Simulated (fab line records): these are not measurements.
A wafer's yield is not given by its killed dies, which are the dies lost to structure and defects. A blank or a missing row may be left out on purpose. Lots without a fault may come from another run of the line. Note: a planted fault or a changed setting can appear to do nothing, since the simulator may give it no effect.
Which of the tools did it? / flow nand-harc / 39 wafers from 13 lots sampled at 5 of the route's 1302 steps

## WHAT EACH GAUGE READ, for each wafer
NHARC_END_SORT_01.
lot=L336; measured=day 32 20:22; on=prober-01; killed-at-array=52 676 52; killed-at-other=0 1 0; killed-at-periphery=0 0 1; killed-dies=52 677 53; killed-open=4 5 1; killed-short=3 2 3
lot=L337; measured=day 33 05:23; on=prober-02; killed-at-array=664 32 667; killed-at-other=6 0 1; killed-at-periphery=7 4 9; killed-dies=677 36 677; killed-open=5 7 3; killed-short=2 0 5

## EACH LOT AND THE TOOL THAT RAN IT (in order: tool; ch and the chambers of the sampled wafers; start)
lot=L317; NHARC_A_WL_FILL_ALD_02=ald-metal-02 ch 2,3, day 20 09:07; NHARC_A_WL_FILL_ETCHBACK_04=rie-metal-02 ch 0,1, day 20 09:55; NHARC_A_WL_FILL_ALD_19=ald-metal-01 ch 0,2, day 21 03:16; NHARC_A_CONTACT_DEP_29=pecvd-02 ch 1,2, day 21 13:36
lot=L316; NHARC_A_WL_FILL_ALD_02=ald-metal-03 ch 0,1,2, day 20 09:22; NHARC_A_WL_FILL_ETCHBACK_04=rie-metal-01 ch 0,1, day 20 10:16; NHARC_A_WL_FILL_ALD_19=ald-metal-02 ch 0,1,2, day 21 03:16; NHARC_A_CONTACT_DEP_29=pecvd-02 ch 0,1, day 21 09:19
lot=L318; NHARC_A_WL_FILL_ALD_02=ald-metal-02 ch 2,3, day 20 20:01; NHARC_A_WL_FILL_ETCHBACK_04=rie-metal-01 ch 0,1, day 20 20:55; NHARC_A_WL_FILL_ALD_19=ald-metal-03 ch 0,2,3, day 21 16:25; NHARC_A_CONTACT_DEP_29=pecvd-02 ch 1,2, day 21 22:23
lot=L321; NHARC_A_WL_FILL_ALD_02=ald-metal-03 ch 2,3, day 22 04:32; NHARC_A_WL_FILL_ETCHBACK_04=rie-metal-03 ch 0,1, day 22 05:19; NHARC_A_WL_FILL_ALD_19=ald-metal-02 ch 1,2,3, day 22 19:44; NHARC_A_CONTACT_DEP_29=pecvd-03 ch 1,2, day 23 01:34
lot=L320; NHARC_A_WL_FILL_ALD_02=ald-metal-01 ch 0,3, day 22 11:23; NHARC_A_WL_FILL_ETCHBACK_04=rie-metal-02 ch 0,1, day 22 12:17; NHARC_A_WL_FILL_ALD_19=ald-metal-02 ch 1,2,3, day 23 04:06; NHARC_A_CONTACT_DEP_29=pecvd-02 ch 0,1,2, day 23 09:56
lot=L322; NHARC_A_WL_FILL_ALD_02=ald-metal-03 ch 0,2,3, day 22 23:26; NHARC_A_WL_FILL_ETCHBACK_04=rie-metal-03 ch 0,1, day 23 00:17; NHARC_A_WL_FILL_ALD_19=ald-metal-01 ch 1,2,3, day 23 15:47; NHARC_A_CONTACT_DEP_29=pecvd-02 ch 1,2, day 23 21:37
lot=L323; NHARC_A_WL_FILL_ALD_02=ald-metal-02 ch 1,3, day 23 18:59; NHARC_A_WL_FILL_ETCHBACK_04=rie-metal-03 ch 0,1, day 23 19:46; NHARC_A_WL_FILL_ALD_19=ald-metal-03 ch 0,2, day 24 11:54; NHARC_A_CONTACT_DEP_29=pecvd-02 ch 0,2, day 24 18:46
lot=L327; NHARC_A_WL_FILL_ALD_02=ald-metal-03 ch 0,1,3, day 25 02:16; NHARC_A_WL_FILL_ETCHBACK_04=rie-metal-03 ch 1, day 25 03:24; NHARC_A_WL_FILL_ALD_19=ald-metal-03 ch 0,3, day 25 22:20; NHARC_A_CONTACT_DEP_29=pecvd-02 ch 1,2, day 26 04:10
lot=L331; NHARC_A_WL_FILL_ALD_02=ald-metal-01 ch 0,2,3, day 26 03:01; NHARC_A_WL_FILL_ETCHBACK_04=rie-metal-03 ch 0,1, day 26 03:52; NHARC_A_WL_FILL_ALD_19=ald-metal-02 ch 0,1,2, day 26 20:08; NHARC_A_CONTACT_DEP_29=pecvd-04 ch 1,2, day 27 02:58
lot=L335; NHARC_A_WL_FILL_ALD_02=ald-metal-02 ch 0,1, day 27 21:04; NHARC_A_WL_FILL_ETCHBACK_04=rie-metal-03 ch 0,1, day 27 21:54; NHARC_A_WL_FILL_ALD_19=ald-metal-02 ch 0,1,3, day 28 14:19; NHARC_A_CONTACT_DEP_29=pecvd-03 ch 0,1,2, day 28 20:25
lot=L336; NHARC_A_WL_FILL_ALD_02=ald-metal-02 ch 2,3, day 28 07:32; NHARC_A_WL_FILL_ETCHBACK_04=rie-metal-02 ch 1, day 28 08:22; NHARC_A_WL_FILL_ALD_19=ald-metal-02 ch 0,1, day 29 02:59; NHARC_A_CONTACT_DEP_29=pecvd-02 ch 0, day 29 09:01
lot=L337; NHARC_A_WL_FILL_ALD_02=ald-metal-03 ch 0,1,2, day 28 23:08; NHARC_A_WL_FILL_ETCHBACK_04=rie-metal-02 ch 0,1, day 28 23:53; NHARC_A_WL_FILL_ALD_19=ald-metal-02 ch 0,1, day 29 15:46; NHARC_A_CONTACT_DEP_29=pecvd-02 ch 2, day 29 22:26
lot=L338; NHARC_A_WL_FILL_ALD_02=ald-metal-02 ch 0,3, day 29 06:52; NHARC_A_WL_FILL_ETCHBACK_04=rie-metal-02 ch 0,1, day 29 07:41; NHARC_A_WL_FILL_ALD_19=ald-metal-03 ch 2,3, day 30 01:42; NHARC_A_CONTACT_DEP_29=pecvd-02 ch 0,1, day 30 08:55
- NHARC_A_WL_FILL_ALD_02: deposits TiN, target thk 2 nm, pulse time 3 s, ald cycles 100.
- NHARC_A_WL_FILL_ETCHBACK_04: etches the open film in NF3, target depth 60 nm, time 120 s.
- NHARC_A_WL_FILL_ALD_19: deposits TiN, target thk 2 nm, pulse time 3 s, ald cycles 100.
- NHARC_A_CONTACT_DEP_29: deposits SiON, target thk 100 nm.

## WHAT THE TOOLS THEMSELVES READ (means of the sampled wafers that have a number; where no wafer has one, the mark that the record gives instead)
NHARC_A_WL_FILL_ALD_02.
lot=L317; tool=ald-metal-02; heater-power-w (W)=1056; precursor-pulse-height-rel=1.011
lot=L316; tool=ald-metal-03; heater-power-w (W)=928; precursor-pulse-height-rel=0.998
lot=L318; tool=ald-metal-02; heater-power-w (W)=1059; precursor-pulse-height-rel=1.006
lot=L321; tool=ald-metal-03; heater-power-w (W)=1059; precursor-pulse-height-rel=0.997
lot=L320; tool=ald-metal-01; heater-power-w (W)=894; precursor-pulse-height-rel=1.004
lot=L322; tool=ald-metal-03; heater-power-w (W)=991; precursor-pulse-height-rel=1.014
lot=L323; tool=ald-metal-02; heater-power-w (W)=1167; precursor-pulse-height-rel=1.006
lot=L327; tool=ald-metal-03; heater-power-w (W)=972; precursor-pulse-height-rel=1.007
lot=L331; tool=ald-metal-01; heater-power-w (W)=960; precursor-pulse-height-rel=1.001
lot=L335; tool=ald-metal-02; heater-power-w (W)=1118; precursor-pulse-height-rel=0.982
lot=L336; tool=ald-metal-02; heater-power-w (W)=1089; precursor-pulse-height-rel=0.991
lot=L337; tool=ald-metal-03; heater-power-w (W)=918; precursor-pulse-height-rel=1.007
lot=L338; tool=ald-metal-02; heater-power-w (W)=1116; precursor-pulse-height-rel=1.001

NHARC_A_WL_FILL_ETCHBACK_04.
lot=L317; tool=rie-metal-02; drypump-motor-current-A (A)=5.7; he-backside-leak-sccm (sccm)=3.4; oes-product-au (a.u.)=0.994
lot=L316; tool=rie-metal-01; drypump-motor-current-A (A)=5.5; he-backside-leak-sccm (sccm)=3.2; oes-product-au (a.u.)=0.997
lot=L318; tool=rie-metal-01; drypump-motor-current-A (A)=5.5; he-backside-leak-sccm (sccm)=3.1; oes-product-au (a.u.)=0.991
lot=L321; tool=rie-metal-03; drypump-motor-current-A (A)=5.1; he-backside-leak-sccm (sccm)=3.2; oes-product-au (a.u.)=0.991
lot=L320; tool=rie-metal-02; drypump-motor-current-A (A)=5.7; he-backside-leak-sccm (sccm)=3.2; oes-product-au (a.u.)=0.994
lot=L322; tool=rie-metal-03; drypump-motor-current-A (A)=5.1; he-backside-leak-sccm (sccm)=3.0; oes-product-au (a.u.)=0.989
lot=L323; tool=rie-metal-03; drypump-motor-current-A (A)=5.2; he-backside-leak-sccm (sccm)=3.2; oes-product-au (a.u.)=0.998
lot=L327; tool=rie-metal-03; drypump-motor-current-A (A)=5.1; he-backside-leak-sccm (sccm)=3.1; oes-product-au (a.u.)=0.994
lot=L331; tool=rie-metal-03; drypump-motor-current-A (A)=5.1; he-backside-leak-sccm (sccm)=3.0; oes-product-au (a.u.)=1.005
lot=L335; tool=rie-metal-03; drypump-motor-current-A (A)=5.1; he-backside-leak-sccm (sccm)=3.1; oes-product-au (a.u.)=1.006
lot=L336; tool=rie-metal-02; drypump-motor-current-A (A)=5.5; he-backside-leak-sccm (sccm)=3.5; oes-product-au (a.u.)=0.992
lot=L337; tool=rie-metal-02; drypump-motor-current-A (A)=5.6; he-backside-leak-sccm (sccm)=3.1; oes-product-au (a.u.)=0.998
lot=L338; tool=rie-metal-02; drypump-motor-current-A (A)=5.6; he-backside-leak-sccm (sccm)=3.3; oes-product-au (a.u.)=0.988

NHARC_A_WL_FILL_ALD_19.
lot=L317; tool=ald-metal-01; heater-power-w (W)=960; precursor-pulse-height-rel=0.988
lot=L316; tool=ald-metal-02; heater-power-w (W)=1109; precursor-pulse-height-rel=1.019
lot=L318; tool=ald-metal-03; heater-power-w (W)=976; precursor-pulse-height-rel=1.010
lot=L321; tool=ald-metal-02; heater-power-w (W)=1102; precursor-pulse-height-rel=1.007
lot=L320; tool=ald-metal-02; heater-power-w (W)=1095; precursor-pulse-height-rel=0.995
lot=L322; tool=ald-metal-01; heater-power-w (W)=1012; precursor-pulse-height-rel=1.007
lot=L323; tool=ald-metal-03; heater-power-w (W)=955; precursor-pulse-height-rel=0.986
lot=L327; tool=ald-metal-03; heater-power-w (W)=937; precursor-pulse-height-rel=1.001
lot=L331; tool=ald-metal-02; heater-power-w (W)=1098; precursor-pulse-height-rel=1.001
lot=L335; tool=ald-metal-02; heater-power-w (W)=1114; precursor-pulse-height-rel=1.004
lot=L336; tool=ald-metal-02; heater-power-w (W)=1120; precursor-pulse-height-rel=1.017
lot=L337; tool=ald-metal-02; heater-power-w (W)=1131; precursor-pulse-height-rel=1.005
lot=L338; tool=ald-metal-03; heater-power-w (W)=1017; precursor-pulse-height-rel=0.975

NHARC_A_CONTACT_DEP_29.
lot=L317; tool=pecvd-02; heater-power-w (W)=831
lot=L316; tool=pecvd-02; heater-power-w (W)=919
lot=L318; tool=pecvd-02; heater-power-w (W)=751
lot=L321; tool=pecvd-03; heater-power-w (W)=815
lot=L320; tool=pecvd-02; heater-power-w (W)=870
lot=L322; tool=pecvd-02; heater-power-w (W)=761
lot=L323; tool=pecvd-02; heater-power-w (W)=787
lot=L327; tool=pecvd-02; heater-power-w (W)=867
lot=L331; tool=pecvd-04; heater-power-w (W)=929
lot=L335; tool=pecvd-03; heater-power-w (W)=808
lot=L336; tool=pecvd-02; heater-power-w (W)=915
lot=L337; tool=pecvd-02; heater-power-w (W)=713
lot=L338; tool=pecvd-02; heater-power-w (W)=931

## THE ANSWER, worked out from the rows above alone
Rule: usual is defined by the lots themselves. Put in order of their means at a reading, lots are off if they are a third of the lots or fewer, leave a main group of 4 or more, and stand apart from it by a gap of 3 or more times the standard deviation of the main group's means; of several such gaps the widest counts. A main group is skipped when, at the precision printed for the reading in the tables above, its means are all equal. A lot without any number at a reading at which 4 lots or more have one is off too. The other lots that the step has rows for count as sound. After the gauges, taken in route order, come the tools' own readings; for these a lot's mean is taken, as printed above. The first step at which some lot is off is used, and at that step the reading that is off furthest; a lot without a number counts as furthest.
No lot is off on any of the readings shown, so nothing can be concluded from this.

## WHAT WAS PUT IN BY THE SIMULATOR
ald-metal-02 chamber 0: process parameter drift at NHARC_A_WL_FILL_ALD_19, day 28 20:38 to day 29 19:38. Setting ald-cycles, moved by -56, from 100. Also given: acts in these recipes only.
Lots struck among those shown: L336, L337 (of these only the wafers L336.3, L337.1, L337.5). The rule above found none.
